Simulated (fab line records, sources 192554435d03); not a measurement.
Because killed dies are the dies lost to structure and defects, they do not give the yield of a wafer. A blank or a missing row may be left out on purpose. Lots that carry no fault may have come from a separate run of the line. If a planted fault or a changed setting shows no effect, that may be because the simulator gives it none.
fab line records | flow n5Finfet | part 2 of 2: steps 22 to 26 of 26
record: lots: 5 wafers: 15 lastDay: 17
route steps=1938 shown BEOL_M9@1422
lots that met no fault: from a run of the same line without faults
startH: start of the lot's first displayed wafer, in hours after the record's first day | waitH: hours from the lot's prior step to this one | " identical to the entry in the row above | L1.1+2: several wafers, shown together as one row | - either no value or no given start | * or withheld: withheld | < > ~ a bound
route shown NAME@n: NAME is a module with steps in the file, n the number in the route of the first one | usual: mean/standard deviation taken from wafers without a fault | same: alike in all rows | chamber/n: place in a boat | sites: each site's reading | _std_site: how widely they spread, as a standard deviation | _edge_site: outer sites' mean less inner sites' | radiusMm: for every site, how far away it sits from the centre of the wafer | mask NAME#n: copy n | behind: tool/chamber where the wafer was last shaped | hold: what put the lot on hold/how long, in hours/how the hold closed | device: whichever transistor did not switch (one of n, p or np) | end of line: the same wafers' tests at the end of the route | step lacking rows: just its recipe | killed: dies lost to structure and defects at the first sort, not the wafer's yield | map: the dies of a wafer, with x for killed, . for not killed, _ for no die there
set.NAME: setting as actually run; set.NAME@STEP: the setting as run at that earlier step | model.NAME: the simulator's own value behind a step, which no gauge read
lots at some steps of the route; a table a step, a row a wafer
services: when a tool's chamber went out of use (startH, in hours from the record's first day, below 0 if earlier), for how many hours, and the reason
== steps ==
step: N5_BEOL_M9_VIA_ETCH_34
recipe: chemistry: C4F6/O2 target: SiCOH_lowk targetDepthA: 1824 maskMaterial: SOC taperDeg: 4 timeS: 68.4 ionEnergyEv: 250 pressureMtorr: 30 sourceW: 345 biasW: 185 Ar_flow_sccm: 300 C4F6_flow_sccm: 10 O2_flow_sccm: 10
usual: chamberPressureMTorr: 30.00/0.039 drypumpMotorCurrentA: 5.6/0.35 oesProductAu: 0.79/0.087 rfVppV: 658/10 showerheadPlenumPTorr: 2.83/0.073 throttleValvePct: 20.90/0.24
columns lot.wafer tool chamber startH waitH chamberPressureMTorr drypumpMotorCurrentA oesProductAu rfHoursCounterH rfVppV showerheadPlenumPTorr throttleValvePct
L079.2 rieDiel-06 3 233.22 0.0 29.98 5.5 0.73 197 653 2.72 21.20
L079.3 " 0 " " 29.98 5.1 0.68 241 666 2.94 20.92
L079.6 " 1 " " 30.04 5.3 0.76 - 655 2.83 20.95
L080.1 rieDiel-06 0 238.73 0.0 29.98 5.1 0.68 242 668 2.93 20.92
L080.4 " 2 " " 30.02 6.0 0.82 - 663 2.77 20.87
L080.6 " 0 " " 29.99 5.1 0.68 - 666 2.93 20.94
L084.2 rieDiel-06 3 267.51 0.0 29.98 5.6 0.72 206 655 2.71 21.23
L084.4 " 1 " " 30.03 5.3 0.75 - 656 2.82 20.95
L084.5 " 3 " " 29.99 5.5 0.72 - 655 2.71 21.20
L086.1 rieDiel-02 2 280.97 0.0 29.99 5.5 0.69 231 642 2.79 20.71
L086.2 " 0 " " 29.96 5.5 0.88 41 662 2.89 21.05
L086.4 " 3 " " 29.93 5.2 0.80 108 644 2.85 20.53
L092.1 rieDiel-02 2 337.95 0.0 29.98 5.5 0.69 246 644 2.78 20.72
L092.2 " 1 " " 30.04 6.1 0.83 91 660 2.87 21.32
L092.3 " 3 " " 29.97 5.2 0.77 127 643 2.84 20.55
step: N5_BEOL_M9_STRIP_73
recipe: chemistry: C4F6/O2 resist: SiARC rfFrequencyHz: 6e+07
columns lot.wafer tool chamber startH waitH
L079.2+3+6 rieDiel-06 3,0,1 233.28 0.0
L080.1+4+6 rieDiel-06 0,2,0 238.78 0.0
L084.2+4+5 rieDiel-06 3,1,3 267.56 0.0
L086.1+2+4 rieDiel-02 2,0,3 281.03 0.0
L092.1+2+3 rieDiel-02 2,1,3 338.00 0.0
step: N5_BEOL_M9_STRIP_36
recipe: chemistry: N2/H2 powerW: 450 tempC: 40 pressureMtorr: 20 rfFrequencyHz: 6e+07 overashFraction: 0.3 biasPowerW: 7 h2Frac: 0.5 n2FlowSccm: 200 h2FlowSccm: 200
usual: chamberPressureMTorr: 20.00/0.031 drypumpMotorCurrentA: 5.6/0.34 h2FlowSccm: 200.1/0.63 oesProductAu: 0.79/0.089 rfVppV: 59.1/1.4 showerheadPlenumPTorr: 2.54/0.066 throttleValvePct: 23.7/0.34
columns lot.wafer tool chamber startH waitH chamberPressureMTorr drypumpMotorCurrentA h2FlowSccm oesProductAu rfHoursCounterH rfVppV showerheadPlenumPTorr throttleValvePct
L079.2 rieDiel-06 3 233.29 0.0 19.98 5.5 200.3 0.74 197 57.1 2.43 24.1
L079.3 " 0 " " 20.03 5.1 200.2 0.69 241 59.7 2.61 23.4
L079.6 " 1 " " 19.99 5.3 200.5 0.78 - 57.5 2.54 23.7
L080.1 rieDiel-06 0 238.79 0.0 20.03 5.1 200.7 0.69 243 60.4 2.61 23.4
L080.4 " 2 " " 20.01 6.0 199.7 0.83 - 59.1 2.47 23.6
L080.6 " 0 " " 19.98 5.0 200.8 0.69 - 59.1 2.61 23.3
L084.2 rieDiel-06 3 267.57 0.0 20.02 5.5 201.3 0.74 206 56.4 2.42 24.1
L084.4 " 1 " " 20.01 5.3 200.1 0.76 - 58.2 2.53 23.7
L084.5 " 3 " " 20.04 5.5 200.3 0.74 - 58.8 2.42 24.1
L086.1 rieDiel-02 2 281.04 0.0 20.00 5.6 200.2 0.67 231 59.6 2.53 23.9
L086.2 " 0 " " 20.00 5.5 199.7 0.88 41 59.3 2.59 24.0
L086.4 " 3 " " 19.99 5.2 200.6 0.78 108 59.9 2.58 23.5
L092.1 rieDiel-02 2 338.01 0.0 20.02 5.5 200.1 0.68 246 59.4 2.52 23.9
L092.2 " 1 " " 20.01 6.1 199.9 0.84 91 59.0 2.57 24.2
L092.3 " 3 " " 20.00 5.2 199.7 0.77 127 61.2 2.57 23.5
step: N5_BEOL_M9_TRENCH_ETCH_37
recipe: chemistry: C4F6/O2 targetDepthA: 1514.3 target: SiCOH_lowk timeS: 49 ionEnergyEv: 250 pressureMtorr: 30 sourceW: 345 biasW: 185 Ar_flow_sccm: 300 C4F6_flow_sccm: 10 O2_flow_sccm: 10
usual: chamberPressureMTorr: 30.000/0.028 drypumpMotorCurrentA: 5.6/0.34 oesProductAu: 0.79/0.087 rfVppV: 658/10 showerheadPlenumPTorr: 2.83/0.073 throttleValvePct: 20.93/0.24
columns lot.wafer tool chamber startH waitH chamberPressureMTorr drypumpMotorCurrentA oesProductAu rfHoursCounterH rfVppV showerheadPlenumPTorr throttleValvePct
L079.2 rieDiel-06 3 - - 29.953 5.5 0.74 197 655 2.72 21.22
L079.3 " 0 " " 29.973 5.1 0.68 241 667 2.94 20.93
L079.6 " 1 " " 29.990 5.3 0.77 - 657 2.83 20.97
L080.1 rieDiel-06 0 - - 29.970 5.1 0.68 243 667 2.93 20.95
L080.4 " 2 " " 29.992 6.0 0.83 - 664 2.77 20.90
L080.6 " 0 " " 30.018 5.0 0.68 - 666 2.93 20.95
L084.2 rieDiel-06 3 - - 30.054 5.5 0.73 206 656 2.71 21.23
L084.4 " 1 " " 29.962 5.3 0.75 - 655 2.82 20.98
L084.5 " 3 " " 29.979 5.5 0.73 - 652 2.71 21.24
L086.1 rieDiel-02 2 - - 30.032 5.5 0.69 231 642 2.79 20.70
L086.2 " 0 " " 29.951 5.5 0.87 41 662 2.89 21.08
L086.4 " 3 " " 30.057 5.2 0.79 108 643 2.85 20.58
L092.1 rieDiel-02 2 - - 30.020 5.5 0.68 246 641 2.78 20.73
L092.2 " 1 " " 29.969 6.1 0.82 91 658 2.87 21.35
L092.3 " 3 " " 29.964 5.2 0.77 127 642 2.84 20.59
step: N5_BEOL_M9_ETCH_41
recipe: chemistry: CH3F/O2 target: SiCN targetDepthA: 366 taperDeg: 2 timeS: 70.1 ionEnergyEv: 120 maskMaterial: TiN pressureMtorr: 30 sourceW: 395 biasW: 75 Ar_flow_sccm: 150 CH3F_flow_sccm: 30 O2_flow_sccm: 20
usual: chamberPressureMTorr: 29.998/0.029 drypumpMotorCurrentA: 5.6/0.35 oesProductAu: 0.79/0.087 rfVppV: 297.2/1.4 showerheadPlenumPTorr: 1.99/0.053 throttleValvePct: 16.33/0.23
columns lot.wafer tool chamber startH waitH chamberPressureMTorr drypumpMotorCurrentA oesProductAu rfHoursCounterH rfVppV showerheadPlenumPTorr throttleValvePct
L079.2 rieDiel-06 3 - - 29.987 5.5 0.73 197 294.8 1.91 16.61
L079.3 " 0 " " 29.959 5.1 0.68 241 298.3 2.06 16.40
L079.6 " 1 " " 30.001 5.3 0.77 - 296.8 1.99 16.42
L080.1 rieDiel-06 0 - - 29.998 5.1 0.69 243 299.5 2.06 16.37
L080.4 " 2 " " 29.972 6.0 0.83 - 298.0 1.94 16.29
L080.6 " 0 " " 30.003 5.1 0.69 - 300.5 2.06 16.38
L084.2 rieDiel-06 3 - - 30.024 5.5 0.72 206 294.8 1.90 16.65
L084.4 " 1 " " 30.016 5.3 0.75 - 297.6 1.99 16.44
L084.5 " 3 " " 29.947 5.5 0.72 - 294.5 1.90 16.63
L086.1 rieDiel-02 2 - - 30.025 5.5 0.69 231 295.5 1.96 16.20
L086.2 " 0 " " 29.969 5.5 0.88 41 299.5 2.03 16.41
L086.4 " 3 " " 29.973 5.2 0.80 108 298.3 2.01 16.03
L092.1 rieDiel-02 2 - - 29.992 5.5 0.68 246 297.8 1.96 16.23
L092.2 " 1 " " 29.913 6.1 0.82 91 298.6 2.02 16.68
L092.3 " 3 " " 29.976 5.2 0.77 127 295.8 2.00 16.02
== services ==
columns tool chamber startH hours kind
rieDiel-04 2 210.52 4.3 repair
rieDiel-04 0 233.13 1.3 repair
rieDiel-06 3 237.11 10.1 repair
lithoTrack-04 - 245.20 - consumableReplace:filter
euvScanner-02 - 256.60 1.0 pm
rieDiel-06 0 256.68 - clean
rieDiel-06 0 256.68 - consumableReplace:focusRing
rieDiel-06 0 256.68 16.4 scheduledDown
rieDiel-06 0 256.68 16.4 ventCycle
euvScanner-01 - 258.48 1.0 pm
rieDiel-02 2 262.89 2.0 repair
euvScanner-02 - 271.19 5.8 pm
rieDiel-02 - 275.04 4.0 pm
rieMetal-03 - 279.12 1.4 pm
rieMetal-02 - 288.54 15.6 pm
rieDiel-02 2 291.71 6.1 repair
euvScanner-02 - 293.84 4.6 pm
rieDiel-06 2 293.86 4.5 repair
rieDiel-06 3 298.24 2.1 repair
rieDiel-04 0 299.28 - clean
euvScanner-02 - 312.75 1.0 pm
euvScanner-01 - 314.63 1.0 pm
euvScanner-01 - 317.55 4.6 pm
rieMetal-02 0 334.12 12.0 repair
